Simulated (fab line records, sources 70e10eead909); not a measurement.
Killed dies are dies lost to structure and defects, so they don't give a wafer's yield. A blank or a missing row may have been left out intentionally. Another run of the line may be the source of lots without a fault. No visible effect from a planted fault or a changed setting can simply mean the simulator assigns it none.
fab line records | flow nand_harc | part 1 of 2: steps 1 to 24 of 33
record: lots: 5 | wafers: 15 | last_day: 32
route steps=1302 shown A_SIN_REMOVE@951 A_WL_FILL@952 A_CONTACT@983
lots that met no fault: from a run of the same line without faults
start_h: hours from the record's opening day to when the first of the lot's shown wafers began | wait_h: how many hours have passed since the lot's step before this one | " the same as in the row above | L1.1+2: several wafers, shown together as one row | - no value, or no start given | * or withheld: withheld | < > ~ a bound
route shown NAME@n: names a module that has steps shown in the file, with the first one's number in the route | usual: mean/standard deviation taken from wafers without a fault | same: alike in all rows | chamber/n: place in a boat | sites: per-site readings | _std_site: their standard deviation | _edge_site: inner sites' mean taken away from outer sites' mean | radius_mm: for every site, how far away it sits from the centre of the wafer | mask NAME#n: copy n | behind: the last tool/chamber to shape the wafer | hold: what put the lot on hold/how long, in hours/how the hold closed | device: transistor that didn't switch, given as n, p or np | end of line: tests run on the same wafers once the route is complete | a step given without rows: its recipe and nothing more | killed: at the first sort, the dies lost to defects and structure; wafer yield is something else | map: dies across one wafer; x = killed, . = not, _ = none there
set.NAME: the setting as run; set.NAME@STEP: as run at that earlier step | model.NAME: the simulator's own value behind a step, which no gauge read
certain route steps with their lots: each step a table, each wafer a row
services: from which hour (start_h, from the record's first day; less than 0 if before it) a tool's chamber was out of use, for how many hours, and why
== steps ==
step: NHARC_A_SIN_REMOVE_INSPECT_04
usual: raw_defect_count: 370/69
lot.wafer | tool              | chamber | start_h | wait_h | raw_defect_count
L087.2    | defect_inspect-01 | -       | 608.14  | 0.0    | 320
L087.3    | "                 | -       | "       | "      | 340
L087.4    | "                 | -       | "       | "      | 355
L088.2    | defect_inspect-02 | -       | 611.12  | 0.0    | 305
L088.4    | "                 | -       | "       | "      | 391
L088.6    | "                 | -       | "       | "      | 339
L092.1    | defect_inspect-02 | -       | 661.67  | 0.0    | 474
L092.3    | "                 | -       | "       | "      | 549
L092.4    | "                 | -       | "       | "      | 391
L093.2    | defect_inspect-01 | -       | 661.67  | 0.0    | 414
L093.3    | "                 | -       | "       | "      | 324
L093.4    | "                 | -       | "       | "      | 393
L095.4    | defect_inspect-02 | -       | 671.02  | 0.0    | 383
L095.5    | "                 | -       | "       | "      | 394
L095.6    | "                 | -       | "       | "      | 349
step: NHARC_A_WL_FILL_ALD_00
recipe: target_thk_a: 30 | pulse_time_s: 3 | ald_cycles: 30 | temp_c: 300 | material: Al2O3
usual: heater_power_w: 458/33 | precursor_pulse_height_rel: 1.000/0.021
lot.wafer | tool      | chamber | start_h | wait_h | heater_power_w | precursor_pulse_height_rel
L087.2    | ald_hk-01 | 0       | 608.21  | 0.1    | 424            | 0.989
L087.3    | "         | 1       | "       | "      | 489            | 0.981
L087.4    | "         | 3       | "       | "      | 436            | 1.009
L088.4    | ald_hk-03 | 3       | 611.18  | 0.1    | 407            | 1.021
L088.2    | "         | 1       | "       | "      | 464            | 1.022
L088.6    | "         | 0       | "       | "      | 484            | 0.993
L092.1    | ald_hk-04 | 1       | 661.73  | 0.1    | 411            | 0.978
L092.4    | "         | 3       | "       | "      | 460            | 0.981
L092.3    | "         | 0       | "       | "      | 472            | 0.975
L093.2    | ald_hk-04 | 2       | 661.93  | 0.3    | 459            | 1.003
L093.4    | "         | 3       | "       | "      | 478            | 1.012
L093.3    | "         | 0       | "       | "      | 468            | 0.992
L095.4    | ald_hk-01 | 0       | 673.41  | 2.4    | 449            | 0.988
L095.5    | "         | 1       | "       | "      | 514            | 1.011
L095.6    | "         | 2       | "       | "      | 462            | 1.009
step: NHARC_A_WL_FILL_RTA_01
recipe: temp_c: 1000 | time_s: 5
usual: anneal_temp_c_max: 1004.4/0.77 | lamp_power_pct: 31.8/1.3 | lamp_zone_1_pct: 31.8/1.3 | wafer_temp_C_max: 1005.0/1.1
lot.wafer | tool          | chamber | start_h | wait_h | anneal_temp_c_max | lamp_power_pct | lamp_zone_1_pct | wafer_temp_C_max
L087.2    | rtp_anneal-02 | 0       | 608.50  | -      | 1004.9            | 32.8           | 32.9            | 1004.0
L087.3    | "             | 0       | "       | "      | 1005.5            | 32.8           | 32.8            | 1005.4
L087.4    | "             | 0       | "       | "      | 1004.0            | 32.8           | 32.8            | 1003.7
L088.2    | rtp_anneal-01 | 0       | 611.48  | -      | 1003.7            | 30.3           | 30.3            | 1006.1
L088.4    | "             | 0       | "       | "      | 1004.7            | 30.3           | 30.3            | 1005.8
L088.6    | "             | 0       | "       | "      | 1004.2            | 30.3           | 30.3            | 1005.4
L092.1    | rtp_anneal-02 | 0       | 662.00  | -      | 1005.5            | 32.9           | 32.9            | 1003.8
L092.3    | "             | 0       | "       | "      | 1005.4            | 32.8           | 32.8            | 1005.0
L092.4    | "             | 0       | "       | "      | 1003.8            | 32.8           | 32.9            | 1004.7
L093.2    | rtp_anneal-01 | 0       | 662.19  | -      | 1003.8            | 30.3           | 30.3            | 1006.0
L093.3    | "             | 0       | "       | "      | 1004.0            | 30.3           | 30.3            | 1006.2
L093.4    | "             | 0       | "       | "      | 1003.2            | 30.2           | 30.3            | 1006.1
L095.4    | rtp_anneal-01 | 0       | 673.68  | -      | 1004.2            | 30.3           | 30.3            | 1005.6
L095.5    | "             | 0       | "       | "      | 1003.8            | 30.3           | 30.3            | 1006.1
L095.6    | "             | 0       | "       | "      | 1004.3            | 30.3           | 30.3            | 1004.4
step: NHARC_A_WL_FILL_ALD_02
recipe: target_thk_a: 20 | pulse_time_s: 3 | ald_cycles: 100 | temp_c: 450 | material: TiN
usual: heater_power_w: 1071/46 | precursor_pulse_height_rel: 1.000/0.018
lot.wafer | tool         | chamber | start_h | wait_h | heater_power_w | precursor_pulse_height_rel
L087.3    | ald_metal-02 | 1       | 608.69  | 0.1    | 1098           | 0.981
L087.2    | "            | 3       | "       | "      | 1125           | 0.989
L087.4    | "            | 1       | "       | "      | 1121           | 0.995
L088.2    | ald_metal-01 | 1       | 611.74  | 0.2    | 1099           | 1.002
L088.4    | "            | 2       | "       | "      | 992            | 0.985
L088.6    | "            | 0       | "       | "      | 1002           | 1.012
L092.1    | ald_metal-03 | 1       | 662.22  | 0.2    | 1137           | 1.036
L092.3    | "            | 2       | "       | "      | 1149           | 1.008
L092.4    | "            | 3       | "       | "      | 1055           | 0.982
L093.3    | ald_metal-01 | 2       | 662.38  | 0.1    | 1031           | 0.995
L093.4    | "            | 3       | "       | "      | 1047           | 1.008
L093.2    | "            | 0       | "       | "      | 993            | 1.011
L095.4    | ald_metal-01 | 2       | 673.86  | 0.1    | 1035           | 0.994
L095.5    | "            | 1       | "       | "      | 1138           | 1.035
L095.6    | "            | 2       | "       | "      | 1036           | 0.976
step: NHARC_A_WL_FILL_CVD_03
recipe: target_thk_a: 400 | temp_c: 300 | pressure_torr: 40 | wf6_flow_sccm: 40 | h2_flow_sccm: 1600 | ar_flow_sccm: 1560 | time_s: 279 | material: W
usual: heater_power_w: 486/39 | throttle_valve_pct: 7.9/0.33
lot.wafer | tool     | chamber | start_h | wait_h | heater_power_w | throttle_valve_pct
L087.2    | cvd_w-02 | 0       | 609.19  | 0.1    | 509            | 8.3
L087.3    | "        | 0       | "       | "      | 523            | 8.2
L087.4    | "        | 1       | "       | "      | 535            | 7.7
L088.2    | cvd_w-01 | 1       | 612.15  | 0.1    | 461            | 7.7
L088.4    | "        | 1       | "       | "      | 464            | 7.9
L088.6    | "        | 0       | "       | "      | 414            | 7.6
L092.1    | cvd_w-01 | 1       | 662.65  | 0.1    | 463            | 7.9
L092.3    | "        | 1       | "       | "      | 461            | 8.2
L092.4    | "        | 0       | "       | "      | 416            | 7.7
L093.2    | cvd_w-02 | 0       | 662.81  | 0.1    | 485            | 8.1
L093.3    | "        | 0       | "       | "      | 475            | 7.8
L093.4    | "        | 1       | "       | "      | 513            | 7.5
L095.4    | cvd_w-02 | 0       | 674.36  | 0.2    | 491            | 7.8
L095.6    | "        | 0       | "       | "      | 478            | 8.0
L095.5    | "        | 1       | "       | "      | 518            | 8.0
step: NHARC_A_WL_FILL_ETCHBACK_04
recipe: target_depth_a: 600 | time_s: 120 | chemistry: NF3
usual: chamber_pressure_mTorr: 299.97/0.28 | drypump_motor_current_A: 5.3/0.53 | oes_product_au: 0.999/0.0078
lot.wafer | tool         | chamber | start_h | wait_h | chamber_pressure_mTorr | drypump_motor_current_A | oes_product_au | rf_hours_counter_h
L087.2    | rie_metal-02 | 0       | 609.60  | 0.4    | 299.08                 | 4.8                     | 1.000          | 2.7
L087.3    | "            | 1       | "       | "      | 300.00                 | 4.7                     | 1.001          | -
L087.4    | "            | 0       | "       | "      | 300.18                 | 4.7                     | 0.992          | -
L088.2    | rie_metal-01 | 1       | 612.47  | 0.3    | 300.23                 | 5.9                     | 0.997          | 0.3
L088.4    | "            | 1       | "       | "      | 300.22                 | 5.9                     | 1.002          | -
L088.6    | "            | 1       | "       | "      | 299.75                 | 5.9                     | 0.996          | -
L092.1    | rie_metal-01 | 0       | 663.06  | 0.4    | 300.18                 | 5.0                     | 0.999          | 1.1
L092.4    | "            | 1       | "       | "      | 300.31                 | 5.9                     | 0.987          | -
L092.3    | "            | 0       | "       | "      | 300.07                 | 5.0                     | 1.003          | -
L093.2    | rie_metal-02 | 0       | 663.21  | 0.4    | 299.94                 | 4.7                     | 1.011          | 0.1
L093.3    | "            | 1       | "       | "      | 300.18                 | 4.8                     | 1.008          | -
L093.4    | "            | 0       | "       | "      | 300.06                 | 4.7                     | 1.007          | -
L095.4    | rie_metal-01 | 1       | 674.75  | 0.3    | 299.86                 | 5.9                     | 0.981          | -
L095.5    | "            | 0       | "       | "      | 299.66                 | 5.0                     | 1.009          | -
L095.6    | "            | 1       | "       | "      | 299.95                 | 5.9                     | 0.999          | -
step: NHARC_A_WL_FILL_ETCHBACK_05
recipe: target_depth_a: 220 | time_s: 60 | temp_c: 40 | chemistry: Cl2/BCl3
usual: chamber_pressure_mTorr: 9.999/0.011 | drypump_motor_current_A: 5.3/0.53 | oes_product_au: 0.999/0.0075
lot.wafer | tool         | chamber | start_h | wait_h | chamber_pressure_mTorr | drypump_motor_current_A | oes_product_au | rf_hours_counter_h
L087.2    | rie_metal-02 | 0       | 609.81  | 0.2    | 9.997                  | 4.7                     | 1.007          | 2.9
L087.4    | "            | 1       | "       | "      | 9.990                  | 4.8                     | 1.014          | -
L087.3    | "            | 0       | "       | "      | 10.002                 | 4.7                     | 1.003          | -
L088.2    | rie_metal-01 | 1       | 612.72  | 0.2    | 10.002                 | 5.9                     | 1.002          | 0.4
L088.4    | "            | 1       | "       | "      | 9.991                  | 5.9                     | 1.003          | -
L088.6    | "            | 0       | "       | "      | 9.993                  | 5.0                     | 1.005          | -
L092.1    | rie_metal-01 | 1       | 663.27  | 0.2    | 9.986                  | 5.9                     | 0.994          | 1.2
L092.3    | "            | 1       | "       | "      | 9.998                  | 5.9                     | 0.994          | -
L092.4    | "            | 0       | "       | "      | 9.982                  | 5.0                     | 1.005          | -
L093.2    | rie_metal-02 | 1       | 663.42  | 0.2    | 10.012                 | 4.8                     | 1.000          | 0.2
L093.3    | "            | 1       | "       | "      | 10.002                 | 4.8                     | 1.003          | -
L093.4    | "            | 0       | "       | "      | 10.008                 | 4.8                     | 1.013          | -
L095.4    | rie_metal-01 | 1       | 674.93  | 0.1    | 10.016                 | 5.9                     | 0.998          | -
L095.6    | "            | 0       | "       | "      | 10.015                 | 5.0                     | 1.005          | -
L095.5    | "            | 1       | "       | "      | 9.996                  | 5.9                     | 1.003          | -
step: NHARC_A_WL_FILL_STRIP_27
recipe: power_w: 1500 | temp_c: 250 | time_s: 20 | chemistry: N2/H2
usual: drypump_motor_current_A: 5.70/0.18 | heater_power_w: 362/23
lot.wafer | tool            | chamber | start_h | wait_h | drypump_motor_current_A | heater_power_w | rf_hours_counter_h
L087.2    | plasma_asher-01 | 0       | 609.96  | 0.1    | 5.76                    | 336            | 15
L087.3    | "               | 1       | "       | "      | 5.54                    | 340            | -
L087.4    | "               | 0       | "       | "      | 5.77                    | 340            | -
L088.2    | plasma_asher-02 | 1       | 612.85  | 0.1    | 5.95                    | 394            | 0
L088.4    | "               | 1       | "       | "      | 5.96                    | 417            | -
L088.6    | "               | 0       | "       | "      | 5.55                    | 357            | -
L092.1    | plasma_asher-02 | 0       | 663.47  | 0.2    | 5.55                    | 368            | 14
L092.4    | "               | 1       | "       | "      | 5.95                    | 401            | -
L092.3    | "               | 0       | "       | "      | 5.55                    | 364            | -
L093.2    | plasma_asher-02 | 1       | 663.60  | 0.2    | 5.95                    | 408            | 14
L093.4    | "               | 0       | "       | "      | 5.56                    | 371            | -
L093.3    | "               | 1       | "       | "      | 5.95                    | 409            | -
L095.4    | plasma_asher-01 | 1       | 675.10  | 0.2    | 5.52                    | 345            | -
L095.6    | "               | 0       | "       | "      | 5.78                    | 342            | -
L095.5    | "               | 1       | "       | "      | 5.51                    | 349            | -
step: NHARC_A_WL_FILL_STRIP_28
recipe: time_s: 1200 | temp_c: 72.5 | chemistry: post_etch_residue_remover
lot.wafer  | tool         | chamber | start_h | wait_h
L087.3+4+2 | wet_bench-01 | 6,7,0   | 610.12  | 0.1
L088.4+6+2 | wet_bench-01 | 7,0,2   | 613.03  | 0.1
L092.3+1+4 | wet_bench-09 | 1,3,4   | 663.62  | 0.1
L093.2+4+3 | wet_bench-04 | 2,3,4   | 663.79  | 0.2
L095.6+4+5 | wet_bench-01 | 5,7,1   | 675.21  | 0.1
step: NHARC_A_WL_FILL_PRECLEAN_06
recipe: time_s: 300 | chemistry: DIW
lot.wafer  | tool         | chamber | start_h | wait_h
L087.3+4+2 | wet_bench-01 | 6,7,0   | -       | -
L088.4+6+2 | wet_bench-01 | 7,0,2   | -       | -
L092.3+1+4 | wet_bench-09 | 1,3,4   | -       | -
L093.2+4+3 | wet_bench-04 | 2,3,4   | -       | -
L095.6+4+5 | wet_bench-01 | 5,7,1   | -       | -
step: NHARC_A_WL_FILL_SRD_07
lot.wafer  | tool         | chamber | start_h | wait_h
L087.3+4+2 | wet_bench-01 | 6,7,0   | -       | -
L088.4+6+2 | wet_bench-01 | 7,0,2   | -       | -
L092.3+1+4 | wet_bench-09 | 1,3,4   | -       | -
L093.2+4+3 | wet_bench-04 | 2,3,4   | -       | -
L095.6+4+5 | wet_bench-01 | 5,7,1   | -       | -
step: NHARC_A_WL_FILL_ANNEAL_08
recipe: temp_c: 450 | time_s: 1800
lot.wafer  | tool       | chamber | start_h | wait_h
L087.2+3+4 | furnace-08 | 0       | 613.71  | -
L088.2+4+6 | furnace-08 | 0       | 613.71  | -
L092.1+3+4 | furnace-04 | 0       | 668.97  | -
L093.2+3+4 | furnace-04 | 0       | 668.97  | -
L095.4+5+6 | furnace-06 | 0       | 682.57  | -
step: NHARC_A_WL_FILL_ALD_10
recipe: target_thk_a: 500 | pulse_time_s: 10 | ald_cycles: 500 | temp_c: 300 | material: SiO2
usual: heater_power_w: 457/32 | precursor_pulse_height_rel: 1.001/0.019
lot.wafer | tool      | chamber | start_h | wait_h | heater_power_w | precursor_pulse_height_rel
L087.3    | ald_hk-03 | 3       | 615.49  | 0.3    | 402            | 1.002
L087.2    | "         | 1       | 616.51  | 1.3    | 458            | 0.998
L087.4    | "         | 2       | "       | "      | 503            | 0.991
L088.4    | ald_hk-01 | 3       | 615.75  | 0.6    | 427            | 1.004
L088.2    | "         | 1       | 616.80  | 1.6    | 481            | 0.989
L088.6    | "         | 3       | 617.84  | 2.7    | 431            | 1.018
L092.3    | ald_hk-04 | 2       | 670.68  | 0.3    | 461            | 0.979
L092.1    | "         | 3       | "       | "      | 470            | 0.994
L092.4    | "         | 1       | 672.24  | 1.8    | 420            | 1.006
L093.3    | ald_hk-03 | 1       | 673.65  | 3.2    | 471            | 1.029
L093.4    | "         | 2       | "       | "      | 516            | 1.025
L093.2    | "         | 3       | "       | "      | 400            | 1.027
L095.4    | ald_hk-01 | 0       | 684.07  | 0.1    | 450            | 0.989
L095.5    | "         | 0       | 686.09  | 2.1    | 445            | 0.983
L095.6    | "         | 1       | "       | "      | 531            | 0.973
step: NHARC_A_WL_FILL_ETCHBACK_16
recipe: target_depth_a: 1200 | time_s: 24 | c4f8_flow_sccm: withheld | o2_flow_sccm: 8 | ar_flow_sccm: withheld | rf_w: 600 | bias_w: 800 | chemistry: C4F8/O2/Ar
usual: chamber_pressure_mTorr: 25.001/0.022 | oes_product_au: 0.985/0.026 | rf_vpp_V: 721/4
lot.wafer | tool        | chamber | start_h | wait_h | chamber_pressure_mTorr | oes_product_au | rf_hours_counter_h | rf_vpp_V
L088.2    | rie_diel-06 | 2       | -       | -      | 24.984                 | 0.999          | 8.8                | 729
L088.6    | "           | 2       | "       | "      | 25.014                 | 1.001          | -                  | 730
L088.4    | "           | 1       | "       | "      | 24.982                 | 0.987          | -                  | 725
L087.4    | rie_diel-11 | 2       | -       | -      | 25.015                 | 1.006          | 0                  | 717
L087.2    | "           | 3       | "       | "      | 24.988                 | 1.005          | 0                  | 721
L087.3    | "           | 0       | "       | "      | 25.040                 | 0.999          | 0                  | 724
L092.1    | rie_diel-07 | 0       | -       | -      | 24.961                 | 0.968          | 0.8                | 720
L092.4    | "           | 1       | "       | "      | 25.000                 | 0.981          | 0.8                | 716
L092.3    | "           | 2       | "       | "      | 24.985                 | 0.992          | 0.9                | 726
L093.3    | rie_diel-11 | 0       | -       | -      | 25.047                 | 0.985          | 1.7                | 722
L093.2    | "           | 1       | "       | "      | 25.031                 | 0.985          | 1.5                | 718
L093.4    | "           | 3       | "       | "      | 25.013                 | 0.995          | 1.7                | 719
L095.4    | rie_diel-07 | 3       | -       | -      | 24.993                 | 0.990          | 1.4                | 728
L095.5    | "           | 0       | "       | "      | 25.015                 | 0.968          | -                  | 720
L095.6    | "           | 1       | "       | "      | 25.007                 | 0.979          | -                  | 715
step: NHARC_A_WL_FILL_STRIP_29
recipe: time_s: 20 | o2_flow_sccm: 500 | ar_flow_sccm: 0 | bias_w: 0 | chemistry: O2
usual: chamber_pressure_mTorr: 60.00/0.053 | drypump_motor_current_A: 5.3/0.41 | oes_product_au: 0.998/0.0087 | rf_vpp_V: 57.7/0.87 | showerhead_plenum_p_Torr: 3.48/0.14 | throttle_valve_pct: 17.035/0.0086
lot.wafer | tool        | chamber | start_h | wait_h | chamber_pressure_mTorr | drypump_motor_current_A | oes_product_au | rf_hours_counter_h | rf_vpp_V | showerhead_plenum_p_Torr | throttle_valve_pct
L088.2    | rie_diel-06 | 1       | 620.04  | 0.1    | 60.07                  | 4.8                     | 0.997          | 9.5                | 58.0     | 3.61                     | 17.032
L088.6    | "           | 0       | "       | "      | 59.89                  | 5.4                     | 1.004          | -                  | 59.3     | 3.40                     | 17.033
L088.4    | "           | 2       | "       | "      | 60.06                  | 5.3                     | 0.998          | -                  | 59.1     | 3.73                     | 17.043
L087.4    | rie_diel-11 | 2       | 620.19  | 0.1    | 59.94                  | 5.6                     | 0.997          | 0.0                | 56.8     | 3.31                     | 17.042
L087.3    | "           | 3       | "       | "      | 60.09                  | 5.9                     | 1.008          | 0.0                | 57.9     | 3.42                     | 17.049
L087.2    | "           | 0       | "       | "      | 60.07                  | 5.2                     | 1.013          | 0.0                | 57.6     | 3.51                     | 17.019
L092.1    | rie_diel-07 | 2       | 675.44  | 0.1    | 60.09                  | 6.1                     | 1.016          | 0.9                | 57.9     | 3.61                     | 17.031
L092.3    | "           | 3       | "       | "      | 59.88                  | 5.1                     | 0.998          | 0.9                | 57.9     | 3.66                     | 17.040
L092.4    | "           | 0       | "       | "      | 59.93                  | 4.8                     | 0.988          | 0.8                | 58.1     | 3.42                     | 17.023
L093.3    | rie_diel-11 | 0       | 677.89  | 0.1    | 60.06                  | 5.2                     | 1.005          | 1.7                | 55.9     | 3.51                     | 17.035
L093.4    | "           | 1       | "       | "      | 59.98                  | 5.4                     | 1.001          | 1.5                | 57.6     | 3.33                     | 17.036
L093.2    | "           | 2       | "       | "      | 60.02                  | 5.6                     | 1.002          | 1.5                | 56.9     | 3.30                     | 17.042
L095.4    | rie_diel-07 | 3       | 688.83  | 0.1    | 60.12                  | 5.0                     | 0.995          | 1.5                | 57.0     | 3.66                     | 17.029
L095.5    | "           | 2       | "       | "      | 59.96                  | 6.1                     | 1.008          | -                  | 57.4     | 3.61                     | 17.041
L095.6    | "           | 3       | "       | "      | 59.98                  | 5.1                     | 0.994          | -                  | 59.1     | 3.66                     | 17.038
step: NHARC_A_WL_FILL_ETCHBACK_17
recipe: target_depth_a: 40 | time_s: 26.7 | chemistry: Cl2/BCl3
usual: chamber_pressure_mTorr: 10.000/0.0093 | drypump_motor_current_A: 5.3/0.52 | oes_product_au: 0.997/0.0086
lot.wafer | tool         | chamber | start_h | wait_h | chamber_pressure_mTorr | drypump_motor_current_A | oes_product_au | rf_hours_counter_h
L088.2    | rie_metal-02 | 1       | 620.14  | -      | 10.008                 | 4.8                     | 1.009          | 3.2
L088.4    | "            | 1       | "       | "      | 9.994                  | 4.8                     | 1.006          | -
L088.6    | "            | 1       | "       | "      | 9.984                  | 4.8                     | 0.988          | -
L087.2    | rie_metal-01 | 1       | 620.28  | -      | 10.012                 | 5.9                     | 1.007          | 0.7
L087.3    | "            | 1       | "       | "      | 9.998                  | 5.9                     | 1.005          | -
L087.4    | "            | 0       | "       | "      | 9.997                  | 5.0                     | 1.009          | -
L092.1    | rie_metal-02 | 1       | 675.53  | -      | 9.984                  | 4.8                     | 0.997          | 0.5
L092.3    | "            | 1       | "       | "      | 10.004                 | 4.8                     | 0.999          | -
L092.4    | "            | 0       | "       | "      | 9.991                  | 4.8                     | 1.008          | -
L093.2    | rie_metal-03 | 0       | 677.99  | -      | 10.011                 | 5.3                     | 0.987          | 3.3
L093.4    | "            | 1       | "       | "      | 10.011                 | 6.1                     | 0.998          | -
L093.3    | "            | 0       | "       | "      | 10.006                 | 5.4                     | 1.002          | -
L095.4    | rie_metal-02 | 0       | 688.95  | -      | 9.998                  | 4.7                     | 1.014          | -
L095.6    | "            | 0       | "       | "      | 10.003                 | 4.7                     | 1.005          | -
L095.5    | "            | 1       | "       | "      | 9.984                  | 4.7                     | 0.995          | -
step: NHARC_A_WL_FILL_PRECLEAN_18
recipe: time_s: 30 | chemistry: dHF
lot.wafer  | tool         | chamber | start_h | wait_h
L088.4+2+6 | wet_bench-09 | 7,2,4   | 620.31  | 0.1
L087.3+2+4 | wet_bench-09 | 7,0,1   | 620.48  | 0.1
L092.4+3+1 | wet_bench-09 | 4,5,6   | 675.72  | 0.1
L093.2+3+4 | wet_bench-04 | 4,5,7   | 678.16  | 0.1
L095.6+4+5 | wet_bench-01 | 1,3,5   | 689.11  | 0.1
step: NHARC_A_WL_FILL_SRD_21
lot.wafer  | tool         | chamber | start_h | wait_h
L088.4+2+6 | wet_bench-09 | 7,2,4   | 620.33  | 0.0
L087.3+2+4 | wet_bench-09 | 7,0,1   | 620.50  | 0.0
L092.4+3+1 | wet_bench-09 | 4,5,6   | 675.74  | 0.0
L093.2+3+4 | wet_bench-04 | 4,5,7   | 678.19  | 0.0
L095.6+4+5 | wet_bench-01 | 1,3,5   | 689.14  | 0.0
step: NHARC_A_WL_FILL_CVD_23
recipe: target_thk_a: 400 | temp_c: 620 | pressure_mtorr: 200 | time_s: 800 | material: poly-Si
lot.wafer  | tool          | chamber | start_h | wait_h
L087.2+3+4 | lpcvd_poly-04 | 0       | 622.77  | 2.3
L088.2+4+6 | lpcvd_poly-04 | 0       | 622.77  | 2.4
L092.1+3+4 | lpcvd_poly-03 | 0       | 678.19  | 2.4
L093.2+3+4 | lpcvd_poly-03 | 0       | 680.64  | 2.5
L095.4+5+6 | lpcvd_poly-04 | 0       | 691.52  | 2.4
step: NHARC_A_WL_FILL_ETCHBACK_26
recipe: target_depth_a: 520 | time_s: 13.3 | hbr_flow_sccm: 150 | rf_w: 350 | icp_w: 350 | bias_w: 60 | chemistry: HBr
usual: chamber_pressure_mTorr: 15.001/0.014 | drypump_motor_current_A: 5.6/0.6 | oes_product_au: 1.001/0.01 | throttle_valve_pct: 23.266/0.0082
lot.wafer | tool      | chamber | start_h | wait_h | chamber_pressure_mTorr | drypump_motor_current_A | oes_product_au | rf_hours_counter_h | throttle_valve_pct
L087.3    | rie_si-03 | 3       | 625.35  | 0.4    | 15.007                 | 6.3                     | 0.978          | 0.30               | 23.293
L087.4    | "         | 1       | "       | "      | 14.995                 | 5.4                     | 1.001          | 0.20               | 23.254
L087.2    | "         | 2       | "       | "      | 15.012                 | 5.5                     | 0.998          | 0.26               | 23.264
L088.4    | rie_si-01 | 3       | 625.36  | 0.4    | 14.996                 | 6.3                     | 1.014          | 0.41               | 23.264
L088.2    | "         | 1       | "       | "      | 14.995                 | 6.0                     | 0.994          | 0.40               | 23.271
L088.6    | "         | 2       | "       | "      | 15.030                 | 5.0                     | 1.004          | -                  | 23.262
L092.3    | rie_si-05 | 1       | 680.78  | 0.4    | 14.987                 | 5.1                     | 1.000          | 0.02               | 23.258
L092.4    | "         | 3       | "       | "      | 15.016                 | 5.5                     | 0.996          | 0.04               | 23.270
L092.1    | "         | 0       | "       | "      | 15.011                 | 5.8                     | 1.005          | 0.02               | 23.271
L093.2    | rie_si-05 | 1       | 683.26  | 0.4    | 15.006                 | 5.1                     | 1.012          | 0.05               | 23.264
L093.3    | "         | 2       | "       | "      | 14.999                 | 6.4                     | 1.007          | 0.07               | 23.260
L093.4    | "         | 0       | "       | "      | 14.979                 | 5.9                     | 1.021          | 0.04               | 23.260
L095.4    | rie_si-05 | 3       | 694.15  | 0.4    | 15.023                 | 5.5                     | 0.997          | 0.12               | 23.265
L095.5    | "         | 1       | "       | "      | 15.002                 | 5.0                     | 1.002          | -                  | 23.273
L095.6    | "         | 2       | "       | "      | 14.985                 | 6.5                     | 0.998          | -                  | 23.258
step: NHARC_A_WL_FILL_PRECLEAN_30
recipe: time_s: 10 | chemistry: dHF
lot.wafer  | tool         | chamber | start_h | wait_h
L088.6+2+4 | wet_bench-04 | 4,0,1   | 625.49  | 0.1
L087.4+2+3 | wet_bench-09 | 7,1,3   | 625.49  | 0.1
L092.1+3+4 | wet_bench-09 | 5,6,0   | 680.92  | 0.1
L093.2+3+4 | wet_bench-01 | 5,6,0   | 683.41  | 0.1
L095.5+4+6 | wet_bench-09 | 4,6,1   | 694.26  | 0.1
step: NHARC_A_WL_FILL_SRD_14
lot.wafer  | tool         | chamber | start_h | wait_h
L088.6+2+4 | wet_bench-04 | 4,0,1   | 625.51  | 0.0
L087.4+2+3 | wet_bench-09 | 7,1,3   | 625.51  | 0.0
L092.1+3+4 | wet_bench-09 | 5,6,0   | 680.94  | 0.0
L093.2+3+4 | wet_bench-01 | 5,6,0   | 683.42  | 0.0
L095.5+4+6 | wet_bench-09 | 4,6,1   | 694.29  | 0.0
step: NHARC_A_WL_FILL_ALD_19
recipe: target_thk_a: 20 | pulse_time_s: 3 | ald_cycles: 100 | temp_c: 450 | material: TiN
usual: heater_power_w: 1072/48 | precursor_pulse_height_rel: 1.001/0.018
lot.wafer | tool         | chamber | start_h | wait_h | heater_power_w | precursor_pulse_height_rel
L088.2    | ald_metal-03 | 1       | 625.61  | 0.1    | 1105           | 0.960
L088.4    | "            | 0       | "       | "      | 1036           | 1.004
L088.6    | "            | 2       | "       | "      | 1199           | 1.018
L087.3    | ald_metal-01 | 2       | 625.64  | 0.1    | 1038           | 1.009
L087.2    | "            | 3       | "       | "      | 1042           | 0.988
L087.4    | "            | 0       | "       | "      | 969            | 1.020
L092.1    | ald_metal-01 | 2       | 681.04  | 0.1    | 994            | 0.978
L092.3    | "            | 3       | "       | "      | 1044           | 1.014
L092.4    | "            | 0       | "       | "      | 979            | 1.005
L093.2    | ald_metal-02 | 1       | 683.53  | 0.1    | 1104           | 1.008
L093.3    | "            | 3       | "       | "      | 1083           | 0.990
L093.4    | "            | 3       | "       | "      | 1062           | 1.027
L095.4    | ald_metal-03 | 1       | 694.41  | 0.1    | 1172           | 0.994
L095.6    | "            | 0       | "       | "      | 1015           | 1.024
L095.5    | "            | 1       | "       | "      | 1139           | 1.027
step: NHARC_A_WL_FILL_CVD_20
recipe: target_thk_a: 1000 | temp_c: 400 | pressure_torr: 40 | wf6_flow_sccm: 40 | h2_flow_sccm: 1600 | ar_flow_sccm: 1560 | time_s: 74 | material: W
usual: heater_power_w: 865/69 | throttle_valve_pct: 7.87/0.29
lot.wafer | tool     | chamber | start_h | wait_h | heater_power_w | throttle_valve_pct
L088.2    | cvd_w-02 | 1       | -       | -      | 958            | 7.69
L088.4    | "        | 1       | "       | "      | 935            | 7.80
L088.6    | "        | 1       | "       | "      | 943            | 7.39
L087.2    | cvd_w-01 | 0       | -       | -      | 743            | 7.83
L087.3    | "        | 0       | "       | "      | 764            | 7.71
L087.4    | "        | 1       | "       | "      | 827            | 8.02
L092.1    | cvd_w-02 | 1       | -       | -      | 941            | 7.89
L092.3    | "        | 0       | "       | "      | 846            | 7.97
L092.4    | "        | 1       | "       | "      | 929            | 7.94
L093.2    | cvd_w-01 | 0       | -       | -      | 754            | 7.74
L093.4    | "        | 0       | "       | "      | 759            | 7.94
L093.3    | "        | 1       | "       | "      | 813            | 7.97
L095.4    | cvd_w-02 | 1       | -       | -      | 960            | 7.72
L095.5    | "        | 0       | "       | "      | 839            | 8.11
L095.6    | "        | 1       | "       | "      | 929            | 7.44
